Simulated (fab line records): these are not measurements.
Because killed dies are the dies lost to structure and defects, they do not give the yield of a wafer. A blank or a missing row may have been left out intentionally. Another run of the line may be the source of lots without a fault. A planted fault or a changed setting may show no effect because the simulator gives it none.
Split-lot experiment ; flow n5 finfet ; route with 1938 steps; 7 lots, 39 wafers read

== ON THE SPLIT ==
At N5_FIN_SAQP_HM_DEP_03 (deposits SiNx from SiH4/NH3/N2, target thk 38 nm, time 33.6 s), the setting target thk a was moved away from the recipe's 380 angstrom on 9 of the 39 wafers read, by -33.2% to +50.6%. All remaining wafers had this setting at the recipe value.

== FROM THE SPLIT TO THE READING: what the file shows between them, 4 steps ==
- N5_FIN_SAQP_THK_MEAS_05
- N5_FIN_SAQP_PECVD_47: deposits a-Si from SiH4/He, target thk 45 nm, time 36.3 s
- N5_FIN_SAQP_PECVD_48: deposits SiNx from SiH4/NH3/N2, target thk 25 nm, time 22.1 s
- N5_FIN_SAQP_MANDREL2_REMOVE_60: chemistry HBr/Cl2/O2, target a-Si, stops on SiNx, bt time 10 s

== THE READING ==
etch.depth nm (the simulator's own value, which no gauge read), in nm, at N5_FIN_SAQP_HM_OPEN_33 (chemistry CH3F/O2, target SiNx, target depth 49.4 nm, time 70.6 s). There is no usual value for it anywhere in the file. Here, 30 wafers ran the recipe; their average is 37.39 nm with a standard deviation of 0.55 nm.

wafer;tool, chamber at the split;target thk a as run, angstrom;against the recipe;etch.depth nm, nm;against lot-mates on the recipe
L078.1;pecvd-03, 0;380;recipe;37.12;-
L078.2;pecvd-03, 1;380;recipe;36.79;-
L078.3;pecvd-03, 0;380;recipe;37.87;-
L078.4;pecvd-03, 1;380;recipe;37.18;-
L078.5;pecvd-03, 0;380;recipe;38.18;-
L078.6;pecvd-03, 1;380;recipe;36.96;-
L080.2;pecvd-01, 0;380;recipe;37.44;-
L080.4;pecvd-01, 0;380;recipe;38.11;-
L080.6;pecvd-01, 1;380;recipe;38.18;-
L081.1;pecvd-03, 0;380;recipe;37.52;-
L081.2;pecvd-03, 2;380;recipe;36.99;-
L081.3;pecvd-03, 1;380;recipe;37.56;-
L081.4;pecvd-03, 1;380;recipe;37.82;-
L081.5;pecvd-03, 0;380;recipe;38.36;-
L081.6;pecvd-03, 2;380;recipe;37.44;-
L084.1;pecvd-02, 0;493;+29.7%;47.45;+9.93
L084.2;pecvd-02, 1;493;+29.7%;48.04;+10.52
L084.3;pecvd-02, 2;380;recipe;37.37;-
L084.4;pecvd-02, 2;380;recipe;37.77;-
L084.5;pecvd-02, 1;493;+29.7%;49.02;+11.50
L084.6;pecvd-02, 0;380;recipe;37.42;-
L085.1;pecvd-01, 0;380;recipe;36.55;-
L085.2;pecvd-01, 2;380;recipe;36.04;-
L085.3;pecvd-01, 1;572.2;+50.6%;55.89;+19.27
L085.4;pecvd-01, 2;572.2;+50.6%;56.25;+19.63
L085.5;pecvd-01, 0;380;recipe;37.27;-
L085.6;pecvd-01, 1;572.2;+50.6%;56.35;+19.73
L088.1;pecvd-03, 0;380;recipe;37.19;-
L088.2;pecvd-03, 2;380;recipe;37.04;-
L088.3;pecvd-03, 1;380;recipe;36.51;-
L088.4;pecvd-03, 2,1;380;recipe;37.19;-
L088.5;pecvd-03, 2,1;380;recipe;37.2;-
L088.6;pecvd-03, 0;380;recipe;37.9;-
L091.1;pecvd-02, 1;380;recipe;36.94;-
L091.2;pecvd-02, 2;380;recipe;37.33;-
L091.3;pecvd-02, 0;254;-33.2%;24.94;-12.61
L091.4;pecvd-02, 1;254;-33.2%;25.22;-12.33
L091.5;pecvd-02, 0;254;-33.2%;24.57;-12.98
L091.6;pecvd-02, 2;380;recipe;38.39;-
Where a row lists several chambers, the file gives one row for several wafers and doesn't say which wafer went through which chamber.

FIT RESULTS
A straight line over all 39 wafers: etch.depth nm changes by +0.371 nm for each +1% of target thk a; r = +1.00; the points scatter about the line by 0.55 nm.
The same after taking each lot's own level away (the mean of its wafers on the recipe; 39 wafers): +0.38 nm for each +1%; r = +1.00; scatter 0.49 nm.
Per that fit: largest target thk a move, reading shift of 19 nm.
The lots' own levels span 36.620 to 37.910 nm, that is 2.3 times the standard deviation above.
Consequently the slope shifts little with the lot-to-lot level, the two slopes agreeing.
Check: +19.2 nm against its lot-mates is what the line predicts for one of the wafers moved furthest among these (+50.6%) when that wafer is left out of the fit. It came out at +19.3 nm against them.

== THE WHOLE CHAIN: every reading that the file lists as answering this split, in the file's order ==
step;what it does;reading;change (the file's fit);r (the file's)
N5_FIN_SAQP_HM_DEP_03;deposits SiNx from SiH4/NH3/N2, target thk 38 nm, time 33.6 s;SiNx_of_FIN_SAQP_HM_DEP_03.thk nm (the simulator's own value, which no gauge read);+0.381 nm for each +1% of the setting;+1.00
N5_FIN_SAQP_THK_MEAS_05;;thk nm;withheld for each +1% of the setting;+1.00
N5_FIN_SAQP_HM_OPEN_33;chemistry CH3F/O2, target SiNx, target depth 49.4 nm, time 70.6 s;etch rf on time s;withheld for each +1% of the setting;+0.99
N5_FIN_SAQP_HM_OPEN_33;chemistry CH3F/O2, target SiNx, target depth 49.4 nm, time 70.6 s;etch.depth nm (the simulator's own value, which no gauge read);+0.38 nm for each +1% of the setting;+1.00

== THE FILE'S OWN FIT ==
etch.depth nm changes by +0.38 nm for each +1% of target thk a, r = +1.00.
